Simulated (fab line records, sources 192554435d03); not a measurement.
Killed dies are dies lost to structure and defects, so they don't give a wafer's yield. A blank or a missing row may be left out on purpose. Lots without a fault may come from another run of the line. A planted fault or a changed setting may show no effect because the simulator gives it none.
Chamber matching | flow n5_finfet | N5_BEOL_M0_ETCH_128 on rie_diel-01: 4 sister chambers
The step etches SiCN in CF4/N2, target depth 12 nm, overetch 5.1 nm, time 21.4 s. 16 wafers are shown with their chamber, then 8 later ones without.

WAFERS WITH THEIR CHAMBER
wafer  | chamber | showerhead_plenum_p_Torr (Torr) | throttle_valve_pct (%) | drypump_motor_current_A (A)
L076.1 | 2       | 2.21                            | 15.31                  | 5.5
L076.2 | 1       | 2.17                            | 15.04                  | 4.9
L076.4 | 1       | 2.17                            | 15.04                  | 4.8
L077.1 | 1       | 2.17                            | 15.03                  | 4.8
L077.5 | 2       | 2.21                            | 15.32                  | 5.5
L077.6 | 1       | 2.17                            | 15.03                  | 4.9
L081.1 | 0       | 2.26                            | 15.49                  | 5.3
L081.2 | 1       | 2.17                            | 15.07                  | 4.8
L081.6 | 2       | 2.20                            | 15.34                  | 5.5
L084.1 | 2       | 2.20                            | 15.33                  | 5.5
L084.3 | 0       | 2.26                            | 15.49                  | 5.4
L084.6 | 3       | 2.24                            | 15.25                  | 5.8
L087.3 | 3       | 2.24                            | 15.27                  | 5.7
L087.5 | 3       | 2.24                            | 15.28                  | 5.8
L087.6 | 0       | 2.26                            | 15.53                  | 5.3
L088.1 | 0       | 2.26                            | 15.53                  | 5.4

SIGNATURES (means of the wafers above)
reading                  | chamber 0 | chamber 1 | chamber 2 | chamber 3 | scatter within a chamber
showerhead_plenum_p_Torr | 2.2600    | 2.1700    | 2.2050    | 2.2400    | 0.00289
throttle_valve_pct       | 15.5100   | 15.0420   | 15.3250   | 15.2667   | 0.0174
drypump_motor_current_A  | 5.350     | 4.840     | 5.500     | 5.767     | 0.0489
Rule: a wafer's distance from a chamber is the root of the sum, over the readings, of the square of ((its reading less the chamber's mean) divided by the reading's scatter). The wafer belongs to the nearest chamber; if the next one is less than 2 further off, it can't be placed. The scatter: the root of (the sum of the squares of (reading less its chamber's mean) over the shown wafers, divided by (wafers less chambers)).

WAFERS WITHOUT THEIR CHAMBER
wafer  | showerhead_plenum_p_Torr (Torr) | throttle_valve_pct (%) | drypump_motor_current_A (A)
L088.3 | 2.16                            | 15.11                  | 4.8
L088.4 | 2.20                            | 15.36                  | 5.5
L093.1 | 2.24                            | 15.31                  | 5.8
L093.2 | 2.26                            | 15.52                  | 5.3
L093.4 | 2.19                            | 15.40                  | 5.5
L096.2 | 2.15                            | 15.14                  | 4.8
L096.4 | 2.19                            | 15.41                  | 5.5
L096.6 | 2.19                            | 15.41                  | 5.5

WHICH CHAMBER EACH WENT THROUGH
wafer  | from the rows above | in truth
L088.3 | 1                   | 1
L088.4 | 2                   | 2
L093.1 | 3                   | 3
L093.2 | 0                   | 0
L093.4 | 2                   | 2
L096.2 | 1                   | 1
L096.4 | 2                   | 2
L096.6 | 2                   | 2
Placed correctly: 8 of 8. Can't be placed from these rows: 0. Placed wrongly: 0.
